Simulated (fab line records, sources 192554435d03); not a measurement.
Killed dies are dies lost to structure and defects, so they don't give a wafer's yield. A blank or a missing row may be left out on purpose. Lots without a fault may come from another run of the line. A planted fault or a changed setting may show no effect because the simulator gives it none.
Split-lot experiment | flow n5_finfet | 7 lots, 21 wafers read, on a route of 1938 steps

THE SPLIT
At N5_BEOL_M3_EXPOSE_08 (exposes mask M3), the setting dose_mj was moved away from the recipe's 33 on 9 of the 21 wafers read, by -5.0% to -3.2%. The other wafers ran this setting at the recipe's value.

FROM THE SPLIT TO THE READING: what the file shows between them, 2 steps
- N5_BEOL_M3_PEB_09: peb time 60 s
- N5_BEOL_M3_DEVELOP_10: develop time 30 s

THE READING
cd_nm, in nm, at N5_BEOL_M3_CD_MEAS_11 (target cd 17.05 nm). Fault-free wafers of this fab line usually give 17.05 nm, standard deviation 0.24 nm.

wafer  | tool, chamber at the split | dose_mj as run | against the recipe | cd_nm, nm | against lot-mates on the recipe
L081.2 | euv_scanner-02, 0          | 33             | recipe             | 17.28     | -
L081.4 | euv_scanner-02, 0          | 31.36          | -5.0%              | 15.99     | -1.29
L081.6 | euv_scanner-02, 0          | 31.36          | -5.0%              | 15.83     | -1.45
L082.4 | euv_scanner-02, 0          | 33             | recipe             | 17.09     | -
L082.5 | euv_scanner-02, 0          | 33             | recipe             | 16.81     | -
L082.6 | euv_scanner-02, 0          | 33             | recipe             | 17.06     | -
L085.2 | euv_scanner-02, 0          | 31.73          | -3.8%              | 16.21     | -0.96
L085.3 | euv_scanner-02, 0          | 33             | recipe             | 17.11     | -
L085.4 | euv_scanner-02, 0          | 33             | recipe             | 17.23     | -
L086.1 | euv_scanner-01, 0          | 33             | recipe             | 16.76     | -
L086.3 | euv_scanner-01, 0          | 33             | recipe             | 17.18     | -
L086.5 | euv_scanner-01, 0          | 33             | recipe             | 16.53     | -
L089.4 | euv_scanner-01, 0          | 33             | recipe             | 17.06     | -
L089.5 | euv_scanner-01, 0          | 31.6           | -4.2%              | 16.39     | -0.67
L089.6 | euv_scanner-01, 0          | 31.6           | -4.2%              | 16.05     | -1.01
L090.2 | euv_scanner-02, 0          | 33             | recipe             | 17.15     | -
L090.3 | euv_scanner-02, 0          | 33             | recipe             | 17.21     | -
L090.4 | euv_scanner-02, 0          | 31.64          | -4.1%              | 16.17     | -1.01
L097.4 | euv_scanner-01, 0          | 31.94          | -3.2%              | 16.29     | no lot-mate on the recipe
L097.5 | euv_scanner-01, 0          | 31.94          | -3.2%              | 16.42     | no lot-mate on the recipe
L097.6 | euv_scanner-01, 0          | 31.94          | -3.2%              | 16.21     | no lot-mate on the recipe

THE FIT
A straight line over all 21 wafers: cd_nm changes by +0.216 nm for each +1% of dose_mj; r = +0.93; the points scatter about the line by 0.19 nm.
The same after taking each lot's own level away (the mean of its wafers on the recipe; 18 wafers): +0.245 nm for each +1%; r = +0.95; scatter 0.17 nm.
On that fit, the largest move of dose_mj shifts the reading by 1.2 nm.
The lots' own levels span 16.823 to 17.280 nm, that is 1.9 times the standard deviation above.
So the lot-to-lot level changes the slope: the two fits differ.
Check: with one of the wafers moved furthest among these (-5.0%) left out of the fit, the line predicts -1.19 nm for it against its lot-mates. It came out at -1.29 nm against them.

OTHER SPLITS ON THESE WAFERS
These wafers also went through other splits before the reading. Each is held against what the fit with the lots' levels taken away leaves over:
other split on the same wafers | wafers away from the commonest value | r with cd_nm (lot level and that fit taken away)
N5_BEOL_M2_ILD_DEP_00 time_s   | 4                                    | +0.00

THE WHOLE CHAIN: every reading that the file lists as answering this split, in the file's order
step                  | what it does                                                | reading                                                               | change (the file's fit)               | r (the file's)
N5_BEOL_M3_CD_MEAS_11 | target cd 17.05 nm                                          | cd_nm                                                                 | +0.245 nm for each +1% of the setting | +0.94
N5_BEOL_M3_ETCH_74    | etches underlayer in N2/H2, target depth 6.5 nm, time 5.2 s | BEOL_M3.cd_offset_nm (the simulator's own value, which no gauge read) | +0.23 nm for each +1% of the setting  | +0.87

THE FILE'S OWN FIT
cd_nm changes by +0.245 nm for each +1% of dose_mj, r = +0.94.
